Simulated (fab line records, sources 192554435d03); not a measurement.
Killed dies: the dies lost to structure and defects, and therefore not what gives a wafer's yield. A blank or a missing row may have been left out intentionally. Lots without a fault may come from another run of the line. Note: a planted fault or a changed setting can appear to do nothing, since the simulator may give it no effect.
A struck lot beside a sound one + flow n5 finfet + 15 out of 1938 route steps
Sound: these wafers, L708.1, L708.5, L708.6. Wafers struck: L719.1, L719.4, L719.5. The cause is named last.
For every step that has rows: the tool of each side, followed by ch and its chambers, followed by its first start. Under that, the readings that differ: sound wafers + struck wafers + difference of the means + sigmas: that difference in standard deviations of wafers without a fault.
alike: same words and numbers on both sides, and readings whose means sit less than 2 such deviations apart. not compared: any withheld reading, any reading some wafer has no value for, any bound like >300 that may hide the same value, and any number with overlapping values for which the record gives no deviation.
A row with sigmas, a row that says differs or no value, or rows on one side alone: a step with any of these is where the two part. Numbers that don't overlap but have no deviation are shown without sigmas and don't part them. A reading missing from all wafers of one side parts the sides only when that side holds two or more wafers.

first, 1 step without rows for these wafers: N5_BEOL_M0_SAQP_SRD_93 (time 30 s).
N5_BEOL_M0_SAQP_RECESS_114: chemistry HF/NH3, target SiO2, target depth 14.4 nm, afs cycles 3, sublimation time 60 s.
  sound on vapor etch-01 ch 0,1, day 6 19:09; struck on vapor etch-02 ch 0,1, day 9 09:59
  alike: drypump motor current A
then, 1 step without rows for these wafers: N5_BEOL_M0_SAQP_SPACER1_ALD_98 (deposits SiO2, target thk 12.8 nm, pulse time 1 s, purge time 2 s).
N5_BEOL_M0_SAQP_SPACER1_ETCHBACK_99: etches SiO2 in CHF3/O2, target depth 15.4 nm, time 7.7 s.
  sound on rie diel-02 ch 0,1,3, day 6 20:30; struck on rie diel-02 ch 0,1,2, day 9 10:51
  alike: drypump motor current A, oes product au, rf vpp V, showerhead plenum p Torr, throttle valve pct
  not compared: rf hours counter h
then, 1 step without rows for these wafers: N5_BEOL_M0_SAQP_MANDREL1_REMOVE_100 (chemistry HBr/Cl2/O2, target a-Si, stops on SiNx, bt time 10 s).
N5_BEOL_M0_SAQP_CD_MEAS_25: the cd target is 13.1 nm.
  sound on cd sem-03 ch 0, day 6 20:42; struck on cd sem-01 ch 0, day 9 11:02
  alike: cd nm
then, 1 step without rows for these wafers: N5_BEOL_M0_SAQP_ETCH_101 (etches SiNx in CH3F/O2, target depth 29.9 nm, time 42.7 s).
N5_BEOL_M0_SAQP_ETCH_102: etches SiO2 in CF4, target depth 4 nm, time 4.4 s.
  sound on rie si-03 ch 1,2,3, day 6 20:52; struck on rie si-06 ch 0,3, day 9 11:11
  alike: bias w, drypump motor current A, oes product au, throttle valve pct
  not compared: rf hours counter h
N5_BEOL_M0_SAQP_MANDREL_ETCH_103: etches a-Si in HBr/Cl2, stops on SiCN, target depth 45 nm, bt time 10 s, time 27 s.
  sound on rie si-03 ch 1,2,3, day 6 20:54; struck on rie si-06 ch 0,3, day 9 11:13
  alike: HBr_flow_sccm, bias w, drypump motor current A, oes product au, throttle valve pct
  not compared: rf hours counter h
then, 2 steps without rows for these wafers: N5_BEOL_M0_SAQP_RECESS_104 (chemistry HF/NH3, target SiO2, target depth 18 nm, afs cycles 3, sublimation time 60 s); N5_BEOL_M0_SAQP_COAT_105 (time 60 s, resist thk 100 nm).
N5_BEOL_M0_SAQP_ETCH_106: etches SOC in N2/H2, stops on SiNx, target depth 150 nm.
  sound on rie diel-05 ch 1,2, day 6 21:28; struck on rie diel-05 ch 1,2, day 9 11:50
  alike: bias w, drypump motor current A, oes product au, rf vpp V, showerhead plenum p Torr, throttle valve pct
  not compared: rf hours counter h
N5_BEOL_M0_SAQP_ETCH_107: etches SiNx in CH3F/O2, target depth 30 nm.
  sound on rie diel-05 ch 1,2, day 6 21:32; struck on rie diel-05 ch 1,2, day 9 11:54
| reading                                  | sound             | struck            | difference | sigmas |
|------------------------------------------|-------------------|-------------------|------------|--------|
| bias w (W)                               | 73.10 73.24 72.95 | 57.54 58.27 57.75 | -15.24     | -64    |
| rf vpp V (V)                             | 290 295 291       | 240 246 240       | -50        | -6     |
| model.BEOL_M0_SAQP.feature depth nm (nm) | 30.2 29 30.2      | 27.2 26.6 27.4    | -2.7       |        |
  alike: drypump motor current A, oes product au, showerhead plenum p Torr, throttle valve pct
  not compared: rf hours counter h
then, 1 step without rows for these wafers: N5_BEOL_M0_SAQP_STRIP_108 (strips in N2/H2).
-- a jump in the record: the struck wafers' starts before and after are 2 days apart (it breaks off in module BEOL_M0_SAQP and resumes in module BEOL_M4, where the first step shown is number 1111 of the route) --
N5_BEOL_M4_RC_MEAS_101:
  sound on prober-02 ch 0, day 9 07:56; struck on prober-02 ch 0, day 11 13:29
| reading        | sound          | struck         | difference | sigmas |
|----------------|----------------|----------------|------------|--------|
| IOFF_P (nA/um) | 0.36 0.23 0.34 | 0.29 0.15 0.15 | -0.11      | -3     |
| ION_P (uA/um)  | 479 461 493    | 464 445 445    | -26        | -3     |
| VT_P (mV)      | -240 -245 -239 | -247 -255 -255 | -11        | -3     |
  alike: DIBL_N, DIBL_P, IOFF_N, ION_N, SS_N, SS_P, VT_N

== WHERE THEY PART ==
Last at N5_BEOL_M4_RC_MEAS_101 as far as this record goes, first at N5_BEOL_M0_SAQP_ETCH_107.

WHY: what had been put in by the simulator
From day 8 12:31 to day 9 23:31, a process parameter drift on rie diel-05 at N5_BEOL_M0_SAQP_ETCH_107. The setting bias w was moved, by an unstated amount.
